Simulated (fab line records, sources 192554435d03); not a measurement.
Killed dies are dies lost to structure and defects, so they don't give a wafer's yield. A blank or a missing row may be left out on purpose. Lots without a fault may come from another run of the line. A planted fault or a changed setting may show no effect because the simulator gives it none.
Chamber matching | flow n5_finfet | N5_BEOL_M1_PRE_CLEAN_60 on cvd_co-01: 3 sister chambers
The step time 15 s. 39 wafers are shown with their chamber, then 12 later ones without.

WAFERS WITH THEIR CHAMBER
wafer  | chamber | heater_power_w (W)
L074.1 | 1       | 76
L074.4 | 2       | 64
L074.5 | 1       | 74
L075.2 | 1       | 78
L075.4 | 0       | 77
L075.6 | 2       | 64
L079.3 | 2       | 61
L079.4 | 2       | 63
L079.6 | 1       | 78
L081.2 | 2       | 63
L081.3 | 1       | 76
L081.4 | 2       | 63
L083.1 | 0       | 79
L083.2 | 1       | 76
L083.3 | 2       | 62
L083.4 | 0       | 78
L083.5 | 2       | 64
L083.6 | 1       | 78
L084.2 | 1       | 77
L084.4 | 0       | 78
L084.5 | 0       | 79
L087.1 | 1       | 78
L087.3 | 2       | 64
L087.6 | 1       | 76
L089.1 | 2       | 64
L089.5 | 2       | 64
L089.6 | 1       | 77
L090.1 | 1       | 77
L090.2 | 0       | 79
L090.3 | 2       | 63
L090.4 | 1       | 78
L090.5 | 0       | 77
L090.6 | 2       | 63
L092.1 | 2       | 63
L092.2 | 1       | 77
L092.4 | 1       | 77
L093.1 | 0       | 80
L093.3 | 2       | 65
L093.4 | 2       | 64

SIGNATURES (means of the wafers above)
reading        | chamber 0 | chamber 1 | chamber 2 | scatter within a chamber
heater_power_w | 78.38     | 76.87     | 63.38     | 1.05
Rule: a wafer's distance from a chamber is the root of the sum, over the readings, of the square of ((its reading less the chamber's mean) divided by the reading's scatter). The wafer belongs to the nearest chamber; if the next one is less than 2 further off, it can't be placed. The scatter: the root of (the sum of the squares of (reading less its chamber's mean) over the shown wafers, divided by (wafers less chambers)).

WAFERS WITHOUT THEIR CHAMBER
wafer  | heater_power_w (W)
L094.1 | 80
L094.5 | 79
L094.6 | 75
L095.3 | 80
L095.4 | 78
L095.6 | 63
L096.1 | 65
L096.4 | 78
L096.5 | 63
L097.1 | 64
L097.3 | 81
L097.5 | 76

WHICH CHAMBER EACH WENT THROUGH
wafer  | from the rows above     | in truth
L094.1 | can't be placed: 0 or 1 | 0
L094.5 | can't be placed: 0 or 1 | 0
L094.6 | can't be placed: 1 or 0 | 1
L095.3 | can't be placed: 0 or 1 | 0
L095.4 | can't be placed: 0 or 1 | 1
L095.6 | 2                       | 2
L096.1 | 2                       | 2
L096.4 | can't be placed: 0 or 1 | 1
L096.5 | 2                       | 2
L097.1 | 2                       | 2
L097.3 | can't be placed: 0 or 1 | 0
L097.5 | can't be placed: 1 or 0 | 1
Placed correctly: 4 of 12. Can't be placed from these rows: 8 (the true chamber is among the candidates in 8). Placed wrongly: 0.
